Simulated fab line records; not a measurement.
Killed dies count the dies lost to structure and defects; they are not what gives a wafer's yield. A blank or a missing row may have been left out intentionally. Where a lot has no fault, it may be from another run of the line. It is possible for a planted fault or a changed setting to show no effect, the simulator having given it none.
Matching of chambers -- flow nandHarc -- 4 sister chambers for NHARC_A_CHANNEL_FILL_D2_ETCHBACK_20 on rieDiel-01
The step etches the open film in C4F8/O2/Ar, target depth 27 nm, time 13.5 s. 14 wafers are shown with their chamber, then 7 later ones without.

WAFERS WITH THEIR CHAMBER
wafer,chamber,rfVppV (V),rfFwdPowerW (W),oesProductAu (a.u.)
L581.2,2,970,590.4,0.919
L581.3,3,981,587.0,0.955
L581.6,2,970,588.9,0.917
L583.1,1,984,585.9,1.002
L583.5,0,977,592.9,0.980
L583.6,3,980,583.6,1.009
L587.1,0,978,592.9,0.997
L587.2,1,984,587.1,1.004
L587.5,0,977,591.6,0.997
L589.1,3,982,583.4,1.009
L589.3,0,977,593.6,1.001
L589.6,2,968,589.3,1.002
L592.3,3,981,584.7,1.009
L592.4,1,983,585.0,0.976

SIGNATURES (averages over the wafers above)
reading,chamber 0,chamber 1,chamber 2,chamber 3,scatter within a chamber
rfVppV,977.25,983.67,969.33,981.00,0.78
rfFwdPowerW,592.750,586.000,589.533,584.675,1.17
oesProductAu,0.99375,0.99400,0.94600,0.99550,0.0276
Rule: for a wafer and a chamber, the distance is found by dividing, reading by reading, the gap between the wafer's reading and the chamber's mean by the reading's scatter, squaring, summing and taking the root. The wafer belongs to the nearest chamber; if the next one is less than 2 further off, it can't be placed. The scatter is the square root of a quotient: the sum, over the shown wafers, of each reading's squared deviation from its chamber's mean, divided by wafers minus chambers.

WAFERS WITH NO CHAMBER GIVEN
wafer,rfVppV (V),rfFwdPowerW (W),oesProductAu (a.u.)
L592.5,982,586.2,0.983
L601.1,981,589.0,0.933
L601.4,979,593.1,0.922
L601.6,981,583.9,0.934
L604.1,982,587.4,0.987
L604.2,982,581.6,0.989
L604.3,970,590.5,0.980

EACH ONE'S CHAMBER
wafer,from the rows above,in truth
L592.5,can't be placed: 3 or 1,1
L601.1,can't be placed: 3 or 1 or 0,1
L601.4,0,0
L601.6,3,3
L604.1,can't be placed: 1 or 3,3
L604.2,can't be placed: 3 or 1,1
L604.3,2,2
Placed correctly: 3 of 7. These rows do not allow placing 4 (true chamber among the candidates in 4). 0 placed wrongly.
